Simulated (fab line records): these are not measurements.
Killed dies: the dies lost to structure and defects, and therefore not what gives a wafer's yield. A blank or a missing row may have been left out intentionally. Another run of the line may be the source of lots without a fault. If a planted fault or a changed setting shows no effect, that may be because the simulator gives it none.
Comparing a struck lot with a sound one + flow nand harc + 15 out of 1302 route steps
Sound: the wafers L526.1, L526.2, L526.4. Struck: wafer L533.5 (L533.1, L533.3, from the same lot, were not struck and are left out); the cause is given at the end.
Order at every step that has rows: each side's tool, ch and its chambers, its first start. Under that, the readings that differ: sound wafers + struck wafers + difference of the means + sigmas: that difference in standard deviations of wafers without a fault.
alike: readings whose means differ by less than 2 such deviations, and words and numbers that are the same on both sides. not compared: withheld readings, readings that some wafer has no value for, bounds like >300 that may hide the same value, and numbers for which the record gives no deviation and whose values overlap.
A row with sigmas, a row that says differs or no value, or rows on one side alone: a step with any of these is where the two part. When numbers do not overlap yet have no deviation, they are printed without sigmas and do not part them. Lack of a reading on every wafer of one side parts them only where that side has two or more wafers.

first, 5 steps without rows for these wafers: NHARC_A_CONTACT_SOFTBAKE_64 (time 55 s); NHARC_A_CONTACT_EBR_65; NHARC_A_CONTACT_EXPOSE_66 (exposes mask A CC 2); NHARC_A_CONTACT_PEB_67 (peb time 65 s); NHARC_A_CONTACT_DEVELOP_68 (develop time 35 s).
NHARC_A_CONTACT_CD_MEAS_69: the cd target is 300 nm.
  sound on cd sem-03 ch 0, day 24 10:56; struck on cd sem-02 ch 0, day 25 21:25
  alike: cd nm
NHARC_A_CONTACT_OVL_MEAS_70:
  sound on overlay-01, day 24 11:01; struck on overlay-01, day 25 21:31
  alike: overlay x nm, overlay y nm
NHARC_A_CONTACT_INSPECT_71:
  sound on defect inspect-01, day 24 11:03; struck on defect inspect-02, day 25 21:33
| reading          | sound       | struck | difference | sigmas |
|------------------|-------------|--------|------------|--------|
| raw defect count | 136 110 107 | 19     | -99        | -2     |
NHARC_A_CONTACT_DESCUM_74: chemistry O2, time 3 s.
  sound on rie diel-03 ch 0,2,3, day 24 11:07; struck on rie diel-03 ch 3, day 25 21:37
  alike: drypump motor current A, oes product au, rf vpp V, showerhead plenum p Torr, throttle valve pct
  not compared: rf hours counter h
NHARC_A_CONTACT_ETCH_75: etches the open film in CF4, target depth 39 nm, time 65 s.
  sound on rie diel-03 ch 0,1,3, day 24 11:12; struck on rie diel-03 ch 1, day 25 21:41
  alike: drypump motor current A, oes product au, rf vpp V, showerhead plenum p Torr, throttle valve pct
  not compared: over etch frac, rf hours counter h
NHARC_A_CONTACT_ETCH_76: etches the open film in N2/H2, target depth 260 nm, time 475.3 s.
  sound on rie diel-03 ch 0,2,3; struck on rie diel-03 ch 0
  alike: drypump motor current A, h2 flow sccm, oes product au, rf vpp V, showerhead plenum p Torr, throttle valve pct
  not compared: over etch frac, rf hours counter h
NHARC_A_CONTACT_ETCH_77: etches the open film in CF4/CHF3, target depth 108.9 nm, time 54.5 s.
  sound on rie diel-03 ch 0,1,2; struck on rie diel-03 ch 0
| reading                | sound                | struck | difference | sigmas |
|------------------------|----------------------|--------|------------|--------|
| chf3 flow sccm (sccm)  | 30.06 29.98 29.88    | 29.77  | -0.20      | -2     |
| throttle valve pct (%) | 16.792 16.818 16.796 | 16.828 | +0.026     | +3     |
  alike: drypump motor current A, oes product au, rf vpp V, showerhead plenum p Torr
  not compared: rf hours counter h
NHARC_A_CONTACT_ETCH_78: etches the open film in O2/COS, target depth 5300 nm, time 1378 s.
  sound on rie diel-03 ch 0,1,2, day 24 11:44; struck on rie diel-03 ch 1, day 25 22:19
| reading        | sound       | struck  | difference | sigmas |
|----------------|-------------|---------|------------|--------|
| over etch frac | 0.3 0.3 0.3 | 0.27269 | -0.02731   |        |
  alike: drypump motor current A, oes product au, rf vpp V, showerhead plenum p Torr, throttle valve pct
  not compared: rf hours counter h
NHARC_A_CONTACT_ETCH_124: etches the open film in C4F8/O2/Ar, time 140 s, target depth 700 nm.
  sound on har cap etch-03 ch 0,1, day 24 12:40; struck on har cap etch-02 ch 1, day 25 23:11
  not compared: rf hours counter h
then, 1 step without rows for these wafers: NHARC_END_SORT_01.

WHERE THEY PART
Last at NHARC_A_CONTACT_ETCH_77 as far as this record goes, first at NHARC_A_CONTACT_INSPECT_71. Later steps at which nothing parts them and some readings are alike: NHARC_A_CONTACT_ETCH_78.

WHY: what had been put in by the simulator
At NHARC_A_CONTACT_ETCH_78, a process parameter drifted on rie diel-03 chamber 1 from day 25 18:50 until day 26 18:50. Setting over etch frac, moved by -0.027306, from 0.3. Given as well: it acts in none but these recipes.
